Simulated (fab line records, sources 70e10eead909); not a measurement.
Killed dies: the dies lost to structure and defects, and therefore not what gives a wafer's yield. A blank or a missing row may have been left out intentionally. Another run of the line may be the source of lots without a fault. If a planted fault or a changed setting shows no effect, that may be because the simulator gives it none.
Chamber matching / flow nand_harc / pecvd-02 running NHARC_P_GATE_DEP_103: 3 sister chambers
The step deposits SiON, target thk 30 nm. 14 wafers are shown with their chamber, then 7 later ones without.

WAFERS PAIRED WITH THEIR CHAMBERS
wafer=L075.3; chamber=2; heater_power_w (W)=666
wafer=L075.4; chamber=1; heater_power_w (W)=707
wafer=L075.6; chamber=2; heater_power_w (W)=682
wafer=L078.3; chamber=1; heater_power_w (W)=719
wafer=L078.4; chamber=2; heater_power_w (W)=751
wafer=L078.5; chamber=2; heater_power_w (W)=743
wafer=L082.3; chamber=2; heater_power_w (W)=621
wafer=L082.4; chamber=0; heater_power_w (W)=718
wafer=L082.5; chamber=2; heater_power_w (W)=617
wafer=L084.2; chamber=0; heater_power_w (W)=797
wafer=L084.4; chamber=2; heater_power_w (W)=658
wafer=L084.6; chamber=1; heater_power_w (W)=751
wafer=L086.1; chamber=1; heater_power_w (W)=683
wafer=L086.2; chamber=0; heater_power_w (W)=695

SIGNATURES (averages over the wafers above)
reading=heater_power_w; chamber 0=736.67; chamber 1=715.00; chamber 2=676.86; scatter within a chamber=47.9
Rule: for a wafer and a chamber, the distance is found by dividing, reading by reading, the gap between the wafer's reading and the chamber's mean by the reading's scatter, squaring, summing and taking the root. The wafer belongs to the nearest chamber; if the next one is less than 2 further off, it can't be placed. The scatter: take each reading less its chamber's mean, square it, sum over the shown wafers, divide by the number of wafers less the number of chambers, and take the root.

WAFERS WITH NO CHAMBER GIVEN
wafer=L086.4; heater_power_w (W)=700
wafer=L094.1; heater_power_w (W)=849
wafer=L094.2; heater_power_w (W)=578
wafer=L094.3; heater_power_w (W)=750
wafer=L095.1; heater_power_w (W)=712
wafer=L095.4; heater_power_w (W)=870
wafer=L095.6; heater_power_w (W)=679

WHICH CHAMBER EACH ONE RAN IN
wafer=L086.4; from the rows above=can't be placed: 1 or 2 or 0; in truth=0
wafer=L094.1; from the rows above=can't be placed: 0 or 1 or 2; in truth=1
wafer=L094.2; from the rows above=can't be placed: 2 or 1 or 0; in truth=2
wafer=L094.3; from the rows above=can't be placed: 0 or 1 or 2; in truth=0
wafer=L095.1; from the rows above=can't be placed: 1 or 0 or 2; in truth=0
wafer=L095.4; from the rows above=can't be placed: 0 or 1 or 2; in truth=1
wafer=L095.6; from the rows above=can't be placed: 2 or 1 or 0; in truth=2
Correctly placed: 0 of 7. Cannot be placed on the basis of these rows: 7; the candidates contain the true chamber in 7. 0 placed wrongly.
